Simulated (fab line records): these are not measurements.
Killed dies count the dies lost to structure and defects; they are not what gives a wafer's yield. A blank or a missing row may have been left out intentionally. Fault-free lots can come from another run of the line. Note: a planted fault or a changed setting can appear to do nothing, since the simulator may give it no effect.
fab line records | flow n5-finfet
[record] lots = 12 wafers = 33 last-day = 20
route steps=1938 shown FIN_SAQP@116 PASSIVATION@1936
lots untouched by any fault: they come from a run of this same line in which no faults occurred
start-h: the number of hours between the record's first day and the start of the first shown wafer of the lot | wait-h: hours elapsed since this lot's preceding step | " as in the row above | L1.1+2: a row that stands for several wafers | - no value, or no start given | * or withheld: withheld | < > ~ a bound
route shown NAME@n: NAME is a module with steps in the file, n the number in the route of the first one | usual: mean and standard deviation over wafers with no fault | same: alike in all rows | chamber/n: place in a boat | sites: readings site by site | _std_site: the standard deviation of these | _edge_site: mean of outer sites minus mean of inner sites | radius-mm: for every site, how far away it sits from the centre of the wafer | mask NAME#n: copy n | behind: the tool/chamber that last shaped the wafer | hold: cause of the lot's hold/its duration in hours/its outcome | device: which transistor (n, p or np) failed to switch | end of line: at the end of the route, the tests of the same wafers | a step given without rows: its recipe and nothing more | killed: at the first sort, the dies lost to defects and structure; wafer yield is something else | map: shows each die of a wafer: x if killed, . if not, _ if none is there
set.NAME: the setting that was run; set.NAME@STEP: the one run at that earlier step | model.NAME: the simulator's own value behind a step, which no gauge read
a sample of lots followed through the steps of the route, with each step as a table and each wafer as a row
services: from which hour (start-h, from the record's first day; less than 0 if before it) a tool's chamber was out of use, for how many hours, and why
[[steps]]
[step N5_FIN_SAQP_ETCH_52]
[recipe] chemistry = N2/H2 target = SOC target-depth-a = 1000 overetch-a = 200 mask-material = SiARC temp-c = 40 time-s = 150 ion-energy-ev = 200 pressure-mtorr = 30 source-w = 840 bias-w = 150 n2-flow-sccm = 200 h2-flow-sccm = 200 ends = end-point
[usual] drypump-motor-current-A = 5.6/0.44 oes-product-au = 0.69/0.049 rf-vpp-V = 523.7/2.7 showerhead-plenum-p-Torr = 2.53/0.095 throttle-valve-pct = 17.81/0.23
// columns lot.wafer tool chamber start-h wait-h drypump-motor-current-A oes-product-au rf-hours-counter-h rf-vpp-V showerhead-plenum-p-Torr throttle-valve-pct
L752.2 rie-diel-04 1 23.55 0.0 6.1 0.70 124 521.6 2.45 17.97
L752.3 " 0 " " 5.8 0.74 77 524.2 2.59 17.49
L752.5 " 2 " " 5.6 0.62 - 526.7 2.60 18.27
L753.3 rie-diel-04 1 28.66 0.0 6.1 0.70 126 520.0 2.45 17.98
L753.5 " 1 " " 6.2 0.69 - 522.3 2.45 17.98
L753.6 " 0 " " 5.8 0.74 - 524.9 2.59 17.49
L754.4 rie-diel-01 1 33.94 0.0 5.8 0.76 59 526.9 2.72 17.65
L754.5 " 0 " " 6.2 0.64 - 525.5 2.61 17.80
L755.1 rie-diel-04 0 40.41 0.0 5.8 0.73 83 524.1 2.58 17.51
L755.4 " 2 " " 5.6 0.62 243 525.6 2.60 18.28
L755.5 " 1 " " 6.1 0.69 - 520.5 2.45 17.97
L757.1 rie-diel-01 0 52.29 0.0 6.2 0.64 190 529.4 2.61 17.82
L757.4 " 2 " " 5.1 0.67 162 523.3 2.56 18.23
L757.6 " 2 " " 5.1 0.66 - 523.0 2.56 18.25
L758.1 rie-diel-01 1 57.71 0.0 5.8 0.77 67 528.0 2.71 17.66
L758.3 " 3 " " 5.0 0.73 93 520.5 2.43 17.63
L758.6 " 3 " " 5.0 0.74 - 520.6 2.43 17.65
L760.2 rie-diel-01 2 70.67 0.0 5.1 0.67 169 522.1 2.56 18.24
L760.4 " 1 " " 5.8 0.76 72 528.3 2.71 17.66
L760.5 " 2 " " 5.1 0.66 - 524.6 2.56 18.26
L761.2 rie-diel-05 0 77.83 0.0 5.1 0.69 154 520.9 2.44 17.74
L761.6 " 3 " " 5.5 0.64 - 519.5 2.38 17.47
L762.1 rie-diel-04 0 82.51 0.0 5.8 0.71 100 523.2 2.58 17.54
L762.4 " 2 " " 5.6 0.87 1 527.2 2.60 17.82
L762.6 " 0 " " 5.8 0.72 - 523.4 2.58 17.54
L763.1 rie-diel-05 3 87.98 0.0 5.4 0.63 201 519.3 2.38 17.50
L763.2 " 0 " " 5.2 0.69 157 520.8 2.44 17.77
L763.4 " 2 " " 5.3 0.66 186 527.0 2.59 17.54
L768.3 rie-diel-04 1 117.68 0.0 6.1 0.67 159 523.1 2.44 18.03
L768.5 " 0 " " 5.8 0.71 - 525.4 2.57 17.57
L769.1 rie-diel-04 0 124.76 0.0 5.8 0.70 114 525.3 2.57 17.56
L769.4 " 3 " " 5.5 0.70 129 519.9 2.43 17.70
L769.5 " 1 " " 6.2 0.67 - 522.1 2.44 18.05
[step N5_FIN_SAQP_ETCH_65]
[recipe] chemistry = CF4 target = SiO2 target-depth-a = 40 ion-energy-ev = 350 time-s = 4.4 pressure-mtorr = 10 icp-w = 800 bias-w = 400 cf4-flow-sccm = 80
[usual] drypump-motor-current-A = 5.36/0.27 oes-product-au = 0.999/0.012 throttle-valve-pct = 21.84/0.18
// columns lot.wafer tool chamber start-h wait-h drypump-motor-current-A oes-product-au rf-hours-counter-h throttle-valve-pct
L752.2 rie-si-06 1 26.53 0.1 5.35 0.987 128 21.78
L752.3 " 2 " " 5.11 0.997 1 21.74
L752.5 " 3 " " 5.55 1.006 - 22.14
L753.3 rie-si-06 3 30.73 0.1 5.54 1.016 82 22.15
L753.5 " 3 " " 5.52 1.005 - 22.15
L753.6 " 2 " " 5.07 0.988 - 21.74
L754.4 rie-si-01 3 36.01 0.1 5.45 0.981 129 22.01
L754.5 " 2 " " 4.96 0.968 - 21.69
L755.1 rie-si-01 2 43.67 0.1 4.92 0.984 119 21.72
L755.4 " 0 " " 5.95 1.018 187 21.87
L755.5 " 3 " " 5.45 0.987 - 22.01
L757.1 rie-si-01 3 55.14 0.1 5.44 0.978 130 22.01
L757.4 " 0 " " 5.92 1.027 187 21.88
L757.6 " 0 " " 5.93 1.021 - 21.86
L758.1 rie-si-06 3 59.94 0.1 5.55 1.014 83 22.14
L758.3 " 0 " " 5.49 0.999 49 21.63
L758.6 " 3 " " 5.52 0.994 - 22.15
L760.2 rie-si-06 1 73.03 0.1 5.32 0.988 128 21.78
L760.4 " 3 " " 5.53 1.011 83 22.15
L760.5 " 2 " " 5.08 0.998 - 21.75
L761.2 rie-si-01 1 80.07 0.1 5.06 1.011 58 21.77
L761.6 " 1 " " 5.02 1.015 - 21.78
L762.1 rie-si-06 3 84.58 0.1 5.55 1.008 83 22.15
L762.4 " 2 " " 5.11 0.990 2 21.74
L762.6 " 0 " " 5.53 1.002 - 21.67
L763.1 rie-si-01 3 90.16 0.1 5.45 0.983 130 22.01
L763.2 " 2 " " 4.94 0.974 120 21.71
L763.4 " 1 " " 5.06 1.004 59 21.77
L768.3 rie-si-06 1 119.78 0.1 5.35 1.006 129 21.78
L768.5 " 1 " " 5.36 0.808 - 21.72
L769.1 rie-si-06 2 127.28 0.1 5.10 0.993 3 21.74
L769.4 " 0 " " 5.49 0.786 - 21.56
L769.5 " 2 " " 5.11 0.786 - 21.68
[step N5_FIN_SAQP_RECESS_63]
[recipe] chemistry = HF/NH3 target = SiO2 target-depth-a = 180 afs-cycles = 3 temp-c = 30 sublimation-temp-c = 180 sublimation-time-s = 60
[usual] drypump-motor-current-A = 5.6/0.33
// columns lot.wafer tool chamber start-h wait-h drypump-motor-current-A
L752.2 vapor-etch-01 1 26.64 0.1 5.9
L752.3 " 1 " " 5.9
L752.5 " 1 " " 5.8
L753.3 vapor-etch-02 1 30.96 0.2 5.1
L753.5 " 0 " " 5.6
L753.6 " 1 " " 5.1
L754.4 vapor-etch-01 1 36.24 0.2 5.9
L754.5 " 1 " " 5.9
L755.1 vapor-etch-02 0 43.78 0.1 5.6
L755.4 " 0 " " 5.6
L755.5 " 0 " " 5.6
L757.1 vapor-etch-01 0 55.25 0.1 6.0
L757.4 " 1 " " 5.9
L757.6 " 0 " " 6.0
L758.1 vapor-etch-02 1 60.06 0.1 5.1
L758.3 " 0 " " 5.6
L758.6 " 1 " " 5.1
L760.2 vapor-etch-01 0 73.14 0.1 6.0
L760.4 " 0 " " 6.0
L760.5 " 0 " " 5.9
L761.2 vapor-etch-02 1 80.18 0.1 5.1
L761.6 " 0 " " 5.6
L762.1 vapor-etch-02 1 84.69 0.1 5.1
L762.4 " 0 " " 5.6
L762.6 " 0 " " 5.6
L763.1 vapor-etch-01 1 90.27 0.1 5.8
L763.2 " 0 " " 6.0
L763.4 " 0 " " 5.9
L768.3 vapor-etch-02 1 120.02 0.2 5.1
L768.5 " 1 " " 5.1
L769.1 vapor-etch-02 1 127.40 0.1 5.1
L769.4 " 0 " " 5.5
L769.5 " 0 " " 5.6
[step N5_FIN_SAQP_ETCH_69]
[recipe] chemistry = N2/H2 target = SOC target-depth-a = 1500 stop-on = SiNx ion-energy-ev = 100 bias-w = 61 pressure-mtorr = 30 source-w = 850 n2-flow-sccm = 200 h2-flow-sccm = 200
[usual] drypump-motor-current-A = 5.6/0.42 oes-product-au = 0.76/0.057 rf-vpp-V = 240.4/1.5 showerhead-plenum-p-Torr = 2.52/0.094 throttle-valve-pct = 17.77/0.23
// columns lot.wafer tool chamber start-h wait-h drypump-motor-current-A oes-product-au rf-hours-counter-h rf-vpp-V showerhead-plenum-p-Torr throttle-valve-pct
L752.2 rie-diel-05 2 27.09 - 5.3 0.73 167 241.8 2.60 17.49
L752.3 " 3 " " 5.5 0.70 182 239.3 2.39 17.46
L752.5 " 0 " " 5.2 0.78 - 240.1 2.45 17.72
L753.3 rie-diel-01 0 31.29 - 6.2 0.71 183 241.2 2.61 17.81
L753.5 " 2 " " 5.1 0.74 - 240.6 2.57 18.17
L753.6 " 1 " " 5.9 0.85 - 242.2 2.72 17.64
L754.4 rie-diel-04 1 36.57 - 6.1 0.77 129 239.4 2.45 17.96
L754.5 " 1 " " 6.1 0.76 - 239.0 2.45 17.97
L755.1 rie-diel-01 1 44.26 - 5.8 0.84 62 241.3 2.72 17.64
L755.4 " 0 " " 6.3 0.72 187 241.8 2.61 17.80
L755.5 " 2 " " 5.1 0.74 - 241.9 2.57 18.22
L757.1 rie-diel-04 2 55.71 - 5.6 0.68 248 242.0 2.60 18.27
L757.4 " 1 " " 6.2 0.76 136 239.3 2.45 17.97
L757.6 " 2 " " 5.6 0.68 - 241.6 2.60 18.29
L758.1 rie-diel-05 3 60.59 - 5.5 0.70 193 238.8 2.38 17.45
L758.3 " 0 " " 5.2 0.76 149 240.3 2.44 17.74
L758.6 " 1 " " 6.2 0.81 - 241.9 2.54 17.91
L760.2 rie-diel-01 2 73.62 - 5.1 0.73 171 241.2 2.56 18.22
L760.4 " 1 " " 5.8 0.82 73 242.6 2.71 17.66
L760.5 " 0 " " 6.3 0.70 - 241.6 2.61 17.82
L761.2 rie-diel-04 2 80.63 - 5.6 0.97 0 241.6 2.60 17.80
L761.6 " 0 " " 5.8 0.79 - 242.0 2.58 17.51
L762.1 rie-diel-05 3 85.14 - 5.4 0.69 200 239.6 2.38 17.47
L762.4 " 0 " " 5.2 0.75 156 238.8 2.44 17.74
L762.6 " 3 " " 5.4 0.70 - 239.3 2.38 17.48
L763.1 rie-diel-01 1 90.74 - 5.8 0.82 79 241.7 2.71 17.67
L763.2 " 3 " " 5.1 0.79 106 240.3 2.43 17.66
L763.4 " 2 " " 5.1 0.73 176 240.4 2.56 18.23
L768.3 rie-diel-04 1 120.35 - 6.2 0.73 159 239.9 2.44 18.03
L768.5 " 1 " " 6.2 0.74 - 238.7 2.44 18.01
L769.1 rie-diel-05 0 128.17 - 5.1 0.74 168 239.0 2.44 17.76
L769.4 " 1 " " 6.2 0.79 116 241.1 2.53 17.95
L769.5 " 1 " " 6.2 0.79 - 240.0 2.53 17.93
[step N5_PASSIVATION_PROBE_49]
[usual] killed_at_M0_to_M3 = 36/10 killed_at_M4_up = 14/5.2 killed-at-contacts = 12/6 killed-at-front-end = 37/10 killed-at-other = 4/3.3 killed-dies = 104/18 killed-open = 68/14 killed-short = 34/7.4
[same] gross-dies = 1180 killed-at-back-side = 0
// columns lot.wafer tool chamber start-h wait-h killed_at_M0_to_M3 killed_at_M4_up killed-at-contacts killed-at-front-end killed-at-other killed-dies killed-open killed-short
L752.2 prober-01 - 301.25 0.1 33 28 23 22 2 108 80 26
L752.3 prober-01 - 301.30 0.1 47 10 16 22 1 96 50 45
L752.5 prober-01 - 301.40 0.2 44 22 9 29 2 106 75 31
L753.3 prober-01 - 319.01 0.1 39 14 21 58 4 136 90 44
L753.5 prober-01 - 319.11 0.2 31 21 12 56 11 131 82 42
L753.6 prober-01 - 319.16 0.3 44 23 16 35 0 118 82 31
L755.1 prober-01 - 337.20 0.0 33 11 6 38 0 88 46 42
L755.4 prober-01 - 337.35 0.2 36 19 2 35 2 94 60 30
L755.5 prober-01 - 337.40 0.2 37 22 6 30 1 96 58 36
L754.4 prober-01 - 338.42 0.2 28 8 6 31 6 79 53 26
L754.5 prober-01 - 338.47 0.2 18 13 14 16 3 64 42 22
L757.1 prober-01 - 344.30 0.0 53 14 14 30 5 116 85 29
L757.4 prober-01 - 344.45 0.2 27 25 29 31 5 117 77 33
L757.6 prober-01 - 344.55 0.3 56 18 23 41 0 138 96 40
L761.2 prober-02 - 347.36 0.1 37 15 11 45 3 111 79 29
L761.6 prober-02 - 347.56 0.3 30 16 10 38 4 98 64 30
L760.2 prober-02 - 348.20 0.1 46 19 22 26 8 121 85 35
L760.4 prober-02 - 348.30 0.2 44 27 12 57 6 146 102 42
L760.5 prober-02 - 348.35 0.2 63 26 14 36 7 146 95 48
L758.1 prober-01 - 362.77 0.0 37 13 16 72 4 142 102 40
L758.3 prober-01 - 362.87 0.1 47 10 23 51 3 134 85 49
L758.6 prober-01 - 363.02 0.3 23 9 20 39 3 94 58 35
L762.1 prober-01 - 375.60 0.0 28 16 9 40 3 96 62 34
L762.4 prober-01 - 375.75 0.2 24 16 7 34 1 82 50 31
L762.6 prober-01 - 375.85 0.3 40 10 8 44 1 103 63 40
L763.1 prober-01 - 388.69 0.0 49 19 12 28 0 108 65 43
L763.2 prober-01 - 388.74 0.1 35 13 10 36 0 94 65 28
L763.4 prober-01 - 388.84 0.2 26 11 11 35 2 85 57 28
L769.1 prober-01 - 420.03 0.0 25 9 7 32 14 87 45 34
L769.4 prober-01 - 420.18 0.2 29 21 8 37 10 105 67 34
L769.5 prober-01 - 420.23 0.2 36 13 9 26 11 95 60 30
L768.3 prober-01 - 470.44 0.1 27 15 4 47 11 104 76 27
L768.5 prober-01 - 470.54 0.2 22 6 12 49 6 95 62 31
// killed by level:class
L752.2 MOL_CONTACT_COAG:geometric-particle:open=20 BEOL_M4:geometric-particle:open=11 BEOL_M1:geometric-particle:open=8 FIN_SAQP:geometric-particle:open=7 STI_FIN_REVEAL:geometric-particle:open=5 BEOL_M0_SAQP:geometric-particle:short=5 BEOL_M0_SAQP:geometric-particle:open=5 BEOL_M5:geometric-particle:open=5
L752.3 MOL_CONTACT_COAG:geometric-particle:open=13 BEOL_M0_SAQP:geometric-particle:short=13 BEOL_M1:geometric-particle:open=10 FIN_SAQP:geometric-particle:short=7 BEOL_M1:geometric-particle:short=6 BEOL_M0_SAQP:geometric-particle:open=5 STI_FIN_REVEAL:geometric-particle:open=4 BEOL_M0:geometric-particle:short=4
L752.5 BEOL_M1:geometric-particle:open=15 FIN_SAQP:geometric-particle:open=10 BEOL_M0_SAQP:geometric-particle:short=10 BEOL_M0_SAQP:geometric-particle:open=9 MOL_CONTACT_COAG:geometric-particle:open=7 BEOL_M4:geometric-particle:open=7 BEOL_M5:geometric-particle:open=6 FIN_SAQP:geometric-particle:short=4
L753.3 STI_FIN_REVEAL:geometric-particle:open=21 MOL_CONTACT_COAG:geometric-particle:open=16 BEOL_M0_SAQP:geometric-particle:short=10 STI_FIN_REVEAL:geometric-particle:short=9 BEOL_M2:geometric-particle:open=9 FIN_SAQP:geometric-particle:short=7 BEOL_M0_SAQP:geometric-particle:open=7 FIN_SAQP:geometric-particle:open=6
L753.5 FIN_SAQP:geometric-particle:open=15 MOL_CONTACT_COAG:geometric-particle:open=12 FIN_SAQP:geometric-particle:short=9 BEOL_M0_SAQP:geometric-particle:short=9 BEOL_M1:geometric-particle:open=8 BEOL_M4:geometric-particle:open=8 STI_FIN_REVEAL:geometric-particle:open=6 BEOL_M0_SAQP:geometric-particle:open=6
L753.6 BEOL_M4:geometric-particle:open=17 MOL_CONTACT_COAG:geometric-particle:open=13 BEOL_M3:geometric-particle:open=13 FIN_SAQP:geometric-particle:open=8 BEOL_M0_SAQP:geometric-particle:short=7 BEOL_M0_SAQP:geometric-particle:open=6 BEOL_M1:geometric-particle:open=6 BEOL_M1:geometric-particle:short=4
L755.1 STI_FIN_REVEAL:geometric-particle:open=10 BEOL_M3:geometric-particle:short=8 BEOL_M0_SAQP:geometric-particle:short=7 FIN_SAQP:geometric-particle:short=6 BEOL_M4:geometric-particle:open=6 MOL_CONTACT_COAG:geometric-particle:open=6 BEOL_M3:geometric-particle:open=5 BEOL_M2:geometric-particle:short=4
L755.4 BEOL_M4:geometric-particle:open=10 BEOL_M0_SAQP:geometric-particle:open=7 BEOL_M3:geometric-particle:open=7 BEOL_M1:geometric-particle:open=7 FIN_SAQP:geometric-particle:short=6 BEOL_M0_SAQP:geometric-particle:short=5 BEOL_M2:geometric-particle:open=5 STARTING-WAFER:geometric-particle:short=5
L755.5 BEOL_M4:geometric-particle:open=9 FIN_SAQP:geometric-particle:open=8 BEOL_M1:geometric-particle:open=8 FIN_SAQP:geometric-particle:short=7 BEOL_M2:geometric-particle:open=7 BEOL_M3:geometric-particle:short=6 STI_FIN_REVEAL:geometric-particle:open=5 MOL_CONTACT_COAG:geometric-particle:open=5
L754.4 BEOL_M2:geometric-particle:open=7 STI_FIN_REVEAL:geometric-particle:open=6 FIN_SAQP:geometric-particle:short=5 GATE_CUT:geometric-particle:short=5 MOL_CONTACT_COAG:geometric-particle:open=5 BEOL_M0_SAQP:geometric-particle:open=5 BEOL_M1:geometric-particle:open=5 FIN_SAQP:geometric-particle:open=3
L754.5 MOL_CONTACT_COAG:geometric-particle:open=12 GATE_CUT:geometric-particle:short=6 BEOL_M1:geometric-particle:open=5 FIN_SAQP:geometric-particle:open=4 BEOL_M0_SAQP:geometric-particle:short=4 BEOL_M4:geometric-particle:open=4 BEOL_M2:geometric-particle:open=3 BEOL_M7:geometric-particle:open=3
L757.1 BEOL_M3:geometric-particle:open=15 MOL_CONTACT_COAG:geometric-particle:open=14 DUMMY_GATE:geometric-particle:open=10 BEOL_M0_SAQP:geometric-particle:open=9 BEOL_M0_SAQP:geometric-particle:short=9 BEOL_M2:geometric-particle:open=8 BEOL_M4:geometric-particle:open=7 BEOL_M1:geometric-particle:open=4
L757.4 MOL_CONTACT_COAG:geometric-particle:open=21 BEOL_M3:geometric-particle:open=9 MOL_CONTACT_COAG:geometric-particle:short=8 BEOL_M4:geometric-particle:open=8 FIN_SAQP:geometric-particle:open=6 BEOL_M0_SAQP:geometric-particle:open=5 HKMG_FIN:area-etch=5 GATE_CUT:geometric-particle:open=4
L757.6 MOL_CONTACT_COAG:geometric-particle:open=17 BEOL_M0_SAQP:geometric-particle:open=13 FIN_SAQP:geometric-particle:open=11 BEOL_M1:geometric-particle:open=11 BEOL_M0_SAQP:geometric-particle:short=11 BEOL_M2:geometric-particle:open=9 BEOL_M3:geometric-particle:open=8 FIN_SAQP:geometric-particle:short=7
L761.2 STI_FIN_REVEAL:geometric-particle:open=16 BEOL_M3:geometric-particle:open=12 MOL_CONTACT_COAG:geometric-particle:open=10 FIN_SAQP:geometric-particle:short=7 BEOL_M2:geometric-particle:open=7 GATE_CUT:geometric-particle:short=5 BEOL_M1:geometric-particle:open=5 FIN_SAQP:geometric-particle:open=4
L761.6 FIN_SAQP:geometric-particle:open=10 STI_FIN_REVEAL:geometric-particle:open=7 MOL_CONTACT_COAG:geometric-particle:open=7 BEOL_M0_SAQP:geometric-particle:open=6 BEOL_M2:geometric-particle:open=6 BEOL_M3:geometric-particle:open=5 BEOL_M0_SAQP:geometric-particle:short=4 BEOL_M1:geometric-particle:open=4
L760.2 MOL_CONTACT_COAG:geometric-particle:open=17 BEOL_M3:geometric-particle:open=15 BEOL_M0_SAQP:geometric-particle:open=10 BEOL_M0_SAQP:geometric-particle:short=8 BEOL_M4:geometric-particle:open=7 MOL_CONTACT_COAG:geometric-particle:short=5 BEOL_M1:geometric-particle:open=5 FIN_SAQP:geometric-particle:open=4
L760.4 STI_FIN_REVEAL:geometric-particle:open=24 BEOL_M4:geometric-particle:open=14 BEOL_M3:geometric-particle:open=11 MOL_CONTACT_COAG:geometric-particle:open=8 BEOL_M2:geometric-particle:open=8 BEOL_M0_SAQP:geometric-particle:short=7 STARTING-WAFER:geometric-particle:open=7 ILD0:geometric-particle:open=5
L760.5 BEOL_M3:geometric-particle:open=15 BEOL_M2:geometric-particle:open=15 BEOL_M4:geometric-particle:open=13 MOL_CONTACT_COAG:geometric-particle:open=11 BEOL_M0_SAQP:geometric-particle:short=9 BEOL_M0_SAQP:geometric-particle:open=6 STARTING-WAFER:geometric-particle:open=6 BEOL_M3:geometric-particle:short=5
L758.1 FIN_SAQP:geometric-particle:open=23 STI_FIN_REVEAL:geometric-particle:open=23 MOL_CONTACT_COAG:geometric-particle:open=12 FIN_SAQP:geometric-particle:short=11 BEOL_M2:geometric-particle:open=9 BEOL_M0_SAQP:geometric-particle:short=7 BEOL_M3:geometric-particle:open=6 STARTING-WAFER:geometric-particle:open=5
L758.3 FIN_SAQP:geometric-particle:open=19 MOL_CONTACT_COAG:geometric-particle:open=15 BEOL_M2:geometric-particle:open=14 FIN_SAQP:geometric-particle:short=12 BEOL_M0_SAQP:geometric-particle:short=10 MOL_CONTACT_COAG:geometric-particle:short=8 ILD0:geometric-particle:short=7 BEOL_M0_SAQP:geometric-particle:open=6
L758.6 MOL_CONTACT_COAG:geometric-particle:open=15 BEOL_M3:geometric-particle:open=9 FIN_SAQP:geometric-particle:short=8 STI_FIN_REVEAL:geometric-particle:open=7 FIN_SAQP:geometric-particle:open=6 GATE_CUT:geometric-particle:short=5 MOL_CONTACT_COAG:geometric-particle:short=5 DUMMY_GATE:geometric-particle:short=4
L762.1 FIN_SAQP:geometric-particle:short=12 FIN_SAQP:geometric-particle:open=9 BEOL_M0_SAQP:geometric-particle:open=8 MOL_CONTACT_COAG:geometric-particle:open=7 ILD0:geometric-particle:open=5 BEOL_M0_SAQP:geometric-particle:short=5 BEOL_M2:geometric-particle:open=5 GATE_CUT:geometric-particle:short=4
L762.4 FIN_SAQP:geometric-particle:short=15 FIN_SAQP:geometric-particle:open=8 BEOL_M0_SAQP:geometric-particle:open=7 MOL_CONTACT_COAG:geometric-particle:open=6 BEOL_M0_SAQP:geometric-particle:short=6 BEOL_M3:geometric-particle:open=6 BEOL_M4:geometric-particle:open=6 STARTING-WAFER:geometric-particle:short=3
L762.6 FIN_SAQP:geometric-particle:short=11 BEOL_M0_SAQP:geometric-particle:open=11 BEOL_M0_SAQP:geometric-particle:short=11 BEOL_M3:geometric-particle:open=11 FIN_SAQP:geometric-particle:open=10 GATE_CUT:geometric-particle:short=7 MOL_CONTACT_COAG:geometric-particle:open=7 ILD0:geometric-particle:short=5
L763.1 BEOL_M0_SAQP:geometric-particle:short=12 BEOL_M3:geometric-particle:open=11 MOL_CONTACT_COAG:geometric-particle:open=9 BEOL_M4:geometric-particle:open=7 STI_FIN_REVEAL:geometric-particle:open=6 BEOL_M0_SAQP:geometric-particle:open=6 FIN_SAQP:geometric-particle:short=5 BEOL_M1:geometric-particle:open=5
L763.2 BEOL_M3:geometric-particle:open=11 MOL_CONTACT_COAG:geometric-particle:open=8 BEOL_M1:geometric-particle:open=8 FIN_SAQP:geometric-particle:short=5 STI_FIN_REVEAL:geometric-particle:open=5 ILD0:geometric-particle:short=5 BEOL_M0_SAQP:geometric-particle:open=5 BEOL_M0_SAQP:geometric-particle:short=5
L763.4 MOL_CONTACT_COAG:geometric-particle:open=11 BEOL_M3:geometric-particle:open=10 FIN_SAQP:geometric-particle:open=8 STI_FIN_REVEAL:geometric-particle:open=8 FIN_SAQP:geometric-particle:short=7 GATE_CUT:geometric-particle:short=6 BEOL_M2:geometric-particle:open=6 BEOL_M0_SAQP:geometric-particle:open=3
L769.1 STI_FIN_REVEAL:geometric-particle:open=8 MOL_CONTACT_COAG:geometric-particle:open=6 PASSIVATION:area-etch=6 BEOL_M0_SAQP:geometric-particle:short=5 BEOL_M4:geometric-particle:open=5 STARTING-WAFER:geometric-particle:short=5 FIN_SAQP:geometric-particle:short=4 GATE_CUT:geometric-particle:short=4
L769.4 BEOL_M0_SAQP:geometric-particle:open=8 BEOL_M0_SAQP:geometric-particle:short=7 BEOL_M3:geometric-particle:open=7 BEOL_M4:geometric-particle:open=7 BEOL_M3:geometric-particle:short=6 GATE_CUT:geometric-particle:short=6 MOL_CONTACT_COAG:geometric-particle:open=6 BEOL_M5:geometric-particle:open=6
L769.5 FIN_SAQP:geometric-particle:open=8 MOL_CONTACT_COAG:geometric-particle:open=8 BEOL_M3:geometric-particle:open=8 BEOL_M4:geometric-particle:open=8 BEOL_M0_SAQP:geometric-particle:short=6 GATE_CUT:geometric-particle:short=5 BEOL_M0_SAQP:geometric-particle:open=5 FIN_SAQP:geometric-particle:short=4
L768.3 FIN_SAQP:geometric-particle:open=22 GATE_CUT:geometric-particle:open=9 FIN_SAQP:geometric-particle:short=8 BEOL_M0_SAQP:geometric-particle:short=8 BEOL_M5:geometric-particle:open=8 BEOL_M0_SAQP:geometric-particle:open=6 MIM_TOP:geometric-particle:open=5 STI_FIN_REVEAL:geometric-particle:open=4
L768.5 FIN_SAQP:geometric-particle:open=14 MOL_CONTACT_COAG:geometric-particle:open=10 STI_FIN_REVEAL:geometric-particle:open=9 GATE_CUT:geometric-particle:short=8 FIN_SAQP:geometric-particle:short=5 BEOL_M1:geometric-particle:open=5 DUMMY_GATE:geometric-particle:open=4 BEOL_M2:geometric-particle:short=4
[[services]]
// columns tool chamber start-h hours kind
rie-si-01 - 6.72 2.8 pm
vapor-etch-01 - 43.57 2.8 pm
vapor-etch-01 - 51.16 3.3 repair
rie-diel-04 2 60.97 - clean
rie-diel-04 2 60.97 - consumable-replace:focus-ring
rie-diel-04 2 60.97 17.9 scheduled-down
rie-diel-04 2 60.97 17.9 vent-cycle
vapor-etch-01 1 63.01 2.8 repair
rie-si-06 - 74.70 2.8 pm
rie-si-01 - 98.96 0.4 repair
rie-si-06 1 124.86 13.7 repair
[[key]]
[first-sign] step = N5_FIN_SAQP_ETCH_65 reading = oes-product-au direction = down sigmas = 17 usual = 0.999 struck = 0.793
effect none on later readings
met-at N5_FIN_SAQP_ETCH_65
struck-lots L768,L769
struck-wafers L768.5,L769.4,L769.5
tester-left-out L768,L769
not-acting-at N5_FIN_SAQP_ETCH_52,N5_FIN_SAQP_RECESS_63,N5_FIN_SAQP_ETCH_69
onset-between 84.58 119.78
[fault] kind = process-parameter-drift tool = rie-si-06 chamber = - onset-h = 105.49 steps = N5_FIN_SAQP_ETCH_65 channel = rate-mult offset = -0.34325 shape = step end-h = 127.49 scope = struck-wafers-only
// tester-left-out: of these lots the tester's yield and bins aren't shown, on N5 and GAA mostly nor the transistor test; their killed dies are dies lost to structure and defects alone, not to doping, threshold or leakage, so they don't give the yield
